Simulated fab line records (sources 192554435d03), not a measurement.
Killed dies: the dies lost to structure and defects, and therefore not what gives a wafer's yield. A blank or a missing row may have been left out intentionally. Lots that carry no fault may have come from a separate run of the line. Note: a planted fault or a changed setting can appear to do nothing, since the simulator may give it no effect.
Which tool is to blame? | flow n5Finfet | Sampling: 10 lots, 26 wafers, 4 of 1938 route steps

## WHAT EACH GAUGE READ, for each wafer
N5_MOL_CONTACT_COAG_INSPECT_42: inspects for defects (brightfield).
lot  | measured     | on               | rawDefectCount
L998 | day 7 08:03  | defectInspect-01 | 239 171 156
L101 | day 8 06:49  | defectInspect-01 | 622 574 636
L102 | day 8 09:05  | defectInspect-01 | 534 561 573
L103 | day 8 12:43  | defectInspect-02 | 630 530 525
L104 | day 8 15:52  | defectInspect-01 | 161 136
L106 | day 9 05:32  | defectInspect-02 | 129 116
L107 | day 9 08:35  | defectInspect-02 | 270 223
L108 | day 9 16:58  | defectInspect-02 | 163 121 226
L109 | day 9 21:08  | defectInspect-02 | 161 227
L113 | day 11 01:56 | defectInspect-02 | 184 177 158

## WHICH TOOL RAN EACH LOT (tool, then ch and the chambers of the sampled wafers, then the start)
lot  | N5_MOL_CONTACT_COAG_ETCHBACK_132 | N5_MOL_CONTACT_COAG_ETCH_91      | N5_MOL_CONTACT_COAG_STRIP_119
L998 | rieDiel-01 ch 0,1,2, day 7 07:09 | rieDiel-01 ch 0,1,2, day 7 07:11 | plasmaAsher-02 ch 0,1, day 7 07:30
L101 | rieDiel-01 ch 1,3, day 8 05:55   | rieDiel-01 ch 1,3, day 8 05:56   | plasmaAsher-01 ch 0,1, day 8 06:15
L102 | rieDiel-01 ch 2,3, day 8 08:10   | rieDiel-01 ch 2,3, day 8 08:13   | plasmaAsher-02 ch 0,1, day 8 08:32
L103 | rieDiel-01 ch 0,1, day 8 11:41   | rieDiel-01 ch 0,1, day 8 11:43   | plasmaAsher-01 ch 0,1, day 8 12:02
L104 | rieDiel-05 ch 0,1, day 8 14:51   | rieDiel-05 ch 0,1, day 8 14:54   | plasmaAsher-01 ch 0,1, day 8 15:13
L106 | rieDiel-04 ch 0,1, day 9 04:38   | rieDiel-04 ch 0,1, day 9 04:40   | plasmaAsher-01 ch 0,1, day 9 04:59
L107 | rieDiel-04 ch 1,2, day 9 07:42   | rieDiel-04 ch 1,2, day 9 07:46   | plasmaAsher-02 ch 0, day 9 08:03
L108 | rieDiel-04 ch 2, day 9 15:26     | rieDiel-04 ch 2, day 9 15:34     | plasmaAsher-02 ch 0,1, day 9 16:25
L109 | rieDiel-05 ch 0,2, day 9 20:14   | rieDiel-05 ch 0,2, day 9 20:16   | plasmaAsher-02 ch 1, day 9 20:35
L113 | rieDiel-05 ch 2,3, day 11 00:55  | rieDiel-05 ch 2,3, day 11 00:56  | plasmaAsher-01 ch 1, day 11 01:15
- N5_MOL_CONTACT_COAG_ETCHBACK_132: etches SiO2 in CHF3, target depth 10 nm, time 6.7 s.
- N5_MOL_CONTACT_COAG_ETCH_91: etches SOC in N2/H2, target depth 60 nm, overetch 21 nm, time 101.2 s.
- N5_MOL_CONTACT_COAG_STRIP_119: strips in N2/H2, time 30 s.

## THE ANSWER, worked out from the rows above alone
Rule: the usual values come from the lots themselves. Put in order of their means at a reading, lots are off if they are a third of the lots or fewer, leave a main group of 4 or more, and stand apart from it by a gap of 3 or more times the standard deviation of the main group's means; of several such gaps the widest counts. The tables above print the reading to a certain number of digits; a main group whose means all agree to those digits is not used. Also off: a lot with no number at a reading for which 4 or more lots have one. The other lots that the step has rows for count as sound.
Off, at N5_MOL_CONTACT_COAG_INSPECT_42 on rawDefectCount: L101, L102, L103. The main group has a mean of 178 with a standard deviation of 36.
A tool fits if, at a process step before that reading, it ran every lot that is off, and no sound lot after the first of them. The gauges at N5_MOL_CONTACT_COAG_INSPECT_42 are tried like those tools. One fits: rieDiel-01 at N5_MOL_CONTACT_COAG_ETCHBACK_132 and N5_MOL_CONTACT_COAG_ETCH_91. At N5_MOL_CONTACT_COAG_ETCHBACK_132 its last sound lot is L998 (day 7 07:09), its first lot that is off L101 (day 8 05:55): a fault that began between those two fits.

## WHAT THE SIMULATOR HAD PUT IN
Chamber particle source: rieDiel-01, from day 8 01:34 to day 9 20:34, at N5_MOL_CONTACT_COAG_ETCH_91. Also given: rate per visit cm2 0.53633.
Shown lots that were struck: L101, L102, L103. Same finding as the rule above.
